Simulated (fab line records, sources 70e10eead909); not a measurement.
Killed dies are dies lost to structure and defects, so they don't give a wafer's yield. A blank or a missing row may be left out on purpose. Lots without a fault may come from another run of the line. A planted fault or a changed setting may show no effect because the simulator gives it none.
fab line records | flow nand_harc
record lots=5 wafers=15 last_day=23
route steps=1159 shown P_M2@320 END@1159
lots that met no fault: from a run of the same line without faults
start_h: hours from the record's first day to the start of the lot's first wafer shown | wait_h: hours since the lot's step before | " the same as in the row above | L1.1+2: a row that stands for several wafers | - no value, or no start given | * or withheld: withheld | < > ~ a bound
route shown NAME@n: a module of which the file shows steps, and the number in the route of the first | usual: mean/standard deviation of fault-free wafers | same: alike in all rows | chamber/n: place in a boat | sites: the reading at each site | _std_site: their standard deviation | _edge_site: outer sites' mean less inner sites' | radius_mm: how far each site lies from the wafer's centre | mask NAME#n: copy n | behind: the tool/chamber that last shaped the wafer | hold: why the lot was held/for how many hours/how that ended | device: the transistor (n, p or np) that didn't switch | end of line: the same wafers' tests at the end of the route | a step without rows: its recipe alone | killed: dies lost to structure and defects at the first sort, not the wafer's yield | map: a wafer's dies, x killed, . not, _ none there
set.NAME: the setting as run; set.NAME@STEP: as run at that earlier step | model.NAME: the simulator's own value behind a step, which no gauge read
lots at some steps of the route; a table a step, a row a wafer
services: from which hour (start_h, from the record's first day; less than 0 if before it) a tool's chamber was out of use, for how many hours, and why
## steps
# step NHARC_P_M2_HMDS_02
# recipe time_s=30
# step NHARC_P_M2_COAT_34
# recipe temp_c=200 time_s=65
# step NHARC_P_M2_COAT_03
# recipe spin_rpm=1500 resist_thk_nm=90
# step NHARC_P_M2_SOFTBAKE_04
# recipe temp_c=105 time_s=55
# step NHARC_P_M2_EBR_05
# step NHARC_P_M2_EXPOSE_06
# recipe na=1.35 target_cd_nm=170 dose_mj=80.78 mask_id=P_M2
# step NHARC_P_M2_PEB_07
# recipe peb_temp_c=100 peb_time_s=65
# step NHARC_P_M2_DEVELOP_08
# recipe develop_time_s=35 dev_temp_c=23
# step NHARC_P_M2_CD_MEAS_09
# recipe target_cd_nm=170 landing_energy_ev=500
# usual cd_nm=169.6/0.71
# same landing_energy_ev=500
# columns lot.wafer tool chamber start_h wait_h cd_nm
L967.1 cd_sem-01 0 141.47 - 170.3
L967.4 " 0 " " 169.2
L967.6 " 0 " " 169.9
L968.2 cd_sem-02 0 142.31 - 169.0
L968.3 " 0 " " 169.4
L968.4 " 0 " " 169.0
L977.1 cd_sem-01 0 201.18 - 170.0
L977.2 " 0 " " 169.9
L977.4 " 0 " " 169.0
L976.2 cd_sem-03 0 201.41 - 169.6
L976.4 " 0 " " 170.0
L976.5 " 0 " " 169.3
L979.3 cd_sem-02 0 218.08 - 169.4
L979.4 " 0 " " 169.4
L979.6 " 0 " " 169.9
# step NHARC_P_M2_OVL_MEAS_10
# recipe pitch_nm=340
# usual overlay_x_nm=0.0/0.8 overlay_y_nm=0.3/0.75
# columns lot.wafer tool chamber start_h wait_h overlay_x_nm overlay_y_nm
L967.1 overlay-01 - 141.56 - 0.7 -1.0
L967.4 " - " " 0.8 -0.3
L967.6 " - " " 0.9 -0.4
L968.2 overlay-01 - 142.40 - 0.1 0.8
L968.3 " - " " -0.1 0.2
L968.4 " - " " 0.4 0.8
L977.1 overlay-02 - 201.27 - -0.1 -0.6
L977.2 " - " " -0.1 -0.5
L977.4 " - " " 0.1 -0.6
L976.2 overlay-01 - 201.50 - 0.5 0.1
L976.4 " - " " 0.8 0.4
L976.5 " - " " 0.9 0.3
L979.3 overlay-02 - 218.17 - -0.5 0.7
L979.4 " - " " 0.3 0.8
L979.6 " - " " 0.0 1.7
# step NHARC_P_M2_INSPECT_11
# usual raw_defect_count=4.2/2.6
# columns lot.wafer tool chamber start_h wait_h raw_defect_count
L967.1 defect_inspect-01 - 141.59 0.0 5
L967.4 " - " " 5
L967.6 " - " " 5
L968.2 defect_inspect-01 - 142.43 0.0 2
L968.3 " - " " 5
L968.4 " - " " 2
L977.1 defect_inspect-02 - 201.30 0.0 6
L977.2 " - " " 7
L977.4 " - " " 3
L976.2 defect_inspect-01 - 201.54 0.0 2
L976.4 " - " " 3
L976.5 " - " " 3
L979.3 defect_inspect-02 - 218.20 0.0 0
L979.4 " - " " 6
L979.6 " - " " 4
# step NHARC_P_M2_DESCUM_14
# recipe time_s=3 o2_flow_sccm=200 ar_flow_sccm=0 bias_power_w=0 chemistry=O2
# usual drypump_motor_current_A=5.7/0.48 oes_product_au=1.000/0.012 rf_vpp_V=57.9/0.92 showerhead_plenum_p_Torr=1.92/0.073 throttle_valve_pct=11.312/0.0084
# same bias_power_w=0
# columns lot.wafer tool chamber start_h wait_h drypump_motor_current_A oes_product_au rf_hours_counter_h rf_vpp_V showerhead_plenum_p_Torr throttle_valve_pct
L967.1 rie_diel-03 2 141.66 0.1 5.5 0.990 4 59.4 2.07 11.301
L967.4 " 3 " " 5.7 0.986 3 59.8 1.90 11.325
L967.6 " 3 " " 5.7 0.982 - 57.2 1.90 11.299
L968.2 rie_diel-13 2 142.49 0.1 5.8 1.017 9 57.5 1.83 11.304
L968.4 " 3 " " 6.2 1.003 10 57.4 1.90 11.312
L968.3 " 0 " " 5.8 1.014 9 57.7 1.93 11.327
L977.1 rie_diel-03 1 201.36 0.1 5.3 0.999 5 58.1 1.91 11.325
L977.2 " 3 " " 5.7 0.995 5 57.6 1.89 11.317
L977.4 " 0 " " 5.0 1.003 6 57.3 1.88 11.312
L976.2 rie_diel-13 3 201.60 0.1 6.2 1.017 36 56.0 1.89 11.308
L976.4 " 0 " " 5.8 1.018 35 58.0 1.92 11.306
L976.5 " 0 " " 5.7 1.009 - 58.5 1.92 11.317
L979.3 rie_diel-13 2 218.28 0.1 5.9 1.020 42 55.9 1.82 11.316
L979.4 " 3 " " 6.2 1.002 41 57.0 1.89 11.309
L979.6 " 1 " " 6.6 0.998 - 57.8 1.89 11.306
# step NHARC_P_M2_ETCH_35
# recipe target_depth_a=400 overetch_a=120 time_s=43.94 ion_energy_ev=200 n2_flow_sccm=150 h2_flow_sccm=150 ar_flow_sccm=0 rf_w=400 bias_w=150 chemistry=N2/H2
# usual drypump_motor_current_A=5.7/0.49 oes_product_au=1.002/0.012 rf_vpp_V=430.7/2.4 showerhead_plenum_p_Torr=2.04/0.08 throttle_valve_pct=14.171/0.0092
# columns lot.wafer tool chamber start_h wait_h drypump_motor_current_A oes_product_au rf_hours_counter_h rf_vpp_V showerhead_plenum_p_Torr throttle_valve_pct
L967.1 rie_diel-03 0 141.74 0.1 5.0 0.992 3 428.4 2.00 14.149
L967.4 " 2 " " 5.5 0.992 4 435.3 2.21 14.179
L967.6 " 0 " " 5.0 0.994 - 428.8 2.00 14.171
L968.4 rie_diel-13 0 142.58 0.1 5.7 1.008 9 430.9 2.06 14.168
L968.2 " 1 " " 6.6 1.018 8 429.0 2.03 14.172
L968.3 " 2 " " 5.9 1.022 9 428.5 1.95 14.171
L977.2 rie_diel-03 2 201.45 0.1 5.5 0.985 6 436.0 2.21 14.174
L977.4 " 3 " " 5.7 0.850 5 430.4 2.02 14.181
L977.1 " 0 " " 5.0 0.988 6 429.8 2.00 14.159
L976.4 rie_diel-13 2 201.68 0.1 5.9 1.009 36 429.2 1.94 14.157
L976.2 " 3 " " 6.2 1.011 36 429.2 2.01 14.168
L976.5 " 3 " " 6.2 1.016 - 429.9 2.01 14.187
L979.4 rie_diel-13 0 218.35 0.1 5.7 1.006 40 430.2 2.05 14.179
L979.3 " 2 " " 5.9 1.021 42 428.1 1.94 14.160
L979.6 " 0 " " 5.7 1.010 - 431.2 2.05 14.170
# step NHARC_P_M2_ETCH_15
# recipe target_depth_a=1825 time_s=91.2 c4f8_flow_sccm=withheld ar_flow_sccm=400 rf_w=600 bias_w=300 chemistry=C4F8/Ar
# usual oes_product_au=0.946/0.024 rf_vpp_V=441.0/2.4
# columns lot.wafer tool chamber start_h wait_h oes_product_au rf_hours_counter_h rf_vpp_V
L967.1 rie_diel-03 1 - - 0.926 3 443.4
L967.4 " 2 " " 0.903 4 447.1
L967.6 " 1 " " 0.924 - 440.2
L968.2 rie_diel-13 2 - - 0.969 9 438.5
L968.3 " 3 " " 0.953 10 441.6
L968.4 " 0 " " 0.986 9 441.3
L977.2 rie_diel-03 1 - - 0.929 5 440.1
L977.4 " 2 " " 0.904 6 445.3
L977.1 " 0 " " 0.919 6 439.2
L976.2 rie_diel-13 1 - - 0.921 31 439.9
L976.4 " 3 " " 0.934 36 439.4
L976.5 " 1 " " 0.938 - 438.9
L979.4 rie_diel-13 3 - - 0.981 41 440.5
L979.3 " 1 " " 0.971 37 440.5
L979.6 " 3 " " 0.988 - 440.8
# step NHARC_END_SORT_01
# recipe temp_c=25
# usual defect_limited_yield=95.4/1.3 killed_at_array=27/8 killed_at_other=0.8/1.2 killed_at_periphery=3.3/2.3 killed_dies=31/8.8 killed_open=3.2/2.1 killed_short=2.1/1.4 sort_bin_2_pct=1.4/0.55 sort_bin_3_pct=0.25/0.2 sort_bin_4_pct=2.9/0.92 sort_n_pass=646/8.8 sort_rim_yield_pct=95.5/2.7 sort_yield_pct=95.4/1.3
# same gross_dies=677 sort_bin_5_pct[%]=0 sort_bin_6_pct[%]=0 sort_bin_7_pct[%]=0 sort_bin_8_pct[%]=0 sort_rim_n_gross=106.00
# columns lot.wafer tool chamber start_h wait_h defect_limited_yield[%] killed_at_array killed_at_other killed_at_periphery killed_dies killed_open killed_short sort_bin_2_pct[%] sort_bin_3_pct[%] sort_bin_4_pct[%] sort_n_pass sort_rim_yield_pct[%] sort_yield_pct[%]
L979.3 prober-02 0 539.25 3.1 97.2 18 1 0 19 2 1 0.4 0.44 1.9 658 95.3 97.2
L979.4 prober-02 0 540.06 3.4 96.6 17 4 2 23 2 1 1.3 0 2.1 654 96.2 96.6
L979.6 prober-02 0 541.67 4.0 96.3 22 2 1 25 0 6 0.9 0.44 2.4 652 96.2 96.3
# killed by level:class
L979.3 A_CHANNEL_HOLE_D1:chamber_film_flake=8 A_STAIRCASE:chamber_film_flake=4 A_CONTACT:chamber_film_flake=3 A_SGD_CUT:geometric_particle:short=1 A_SGD_CUT:geometric_particle:open=1 A_CONTACT:geometric_particle:open=1 THIN_TSV:chamber_film_flake=1
L979.4 A_CONTACT:chamber_film_flake=6 A_CHANNEL_HOLE_D1:chamber_film_flake=5 THIN_TSV:chamber_film_flake=4 A_STAIRCASE:chamber_film_flake=2 P_CONTACT:geometric_particle:open=1 A_CHANNEL_HOLE_D1:geometric_particle:short=1 A_SGD_CUT:geometric_particle:open=1 P_M1:chamber_film_flake=1
L979.6 A_CONTACT:chamber_film_flake=12 A_CHANNEL_HOLE_D1:chamber_film_flake=4 A_CHANNEL_HOLE_D1:geometric_particle:short=2 THIN_TSV:chamber_film_flake=2 P_M0:geometric_particle:short=1 A_SOURCE_PLATE:geometric_particle:short=1 A_ONON_D1:geometric_particle:short=1 A_SGD_CUT:geometric_particle:short=1
## services
# columns tool chamber start_h hours kind
rie_diel-03 0 120.80 - clean
rie_diel-03 1 120.80 - clean
rie_diel-03 2 120.80 - clean
rie_diel-03 3 120.80 - clean
rie_diel-13 0 132.60 - clean
rie_diel-13 1 132.60 - clean
rie_diel-13 2 132.60 - clean
rie_diel-13 3 132.60 - clean
rie_diel-03 0 145.30 - clean
rie_diel-03 1 145.30 - clean
rie_diel-03 2 145.30 - clean
rie_diel-13 1 153.99 7.6 repair
rie_diel-13 0 157.12 - clean
rie_diel-13 2 157.12 - clean
rie_diel-13 3 157.12 - clean
rie_diel-13 0 181.64 - clean
rie_diel-13 1 181.64 - clean
rie_diel-13 2 181.64 - clean
rie_diel-13 3 181.64 - clean
rie_diel-13 0 206.20 - clean
rie_diel-13 1 206.20 - clean
rie_diel-13 2 206.20 - clean
rie_diel-13 3 206.20 - clean
rie_diel-03 - 215.30 9.0 pm
## key
first_sign step=NHARC_P_M2_ETCH_35 reading=oes_product_au direction=down sigmas=13 usual=1.002 struck=0.850
effect none on later readings
met_at NHARC_P_M2_ETCH_35
struck_wafers L977.4
fault kind=process_parameter_drift tool=rie_diel-03 chamber=3 onset_h=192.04 steps=NHARC_P_M2_ETCH_35 channel=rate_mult offset=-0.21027 shape=step end_h=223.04
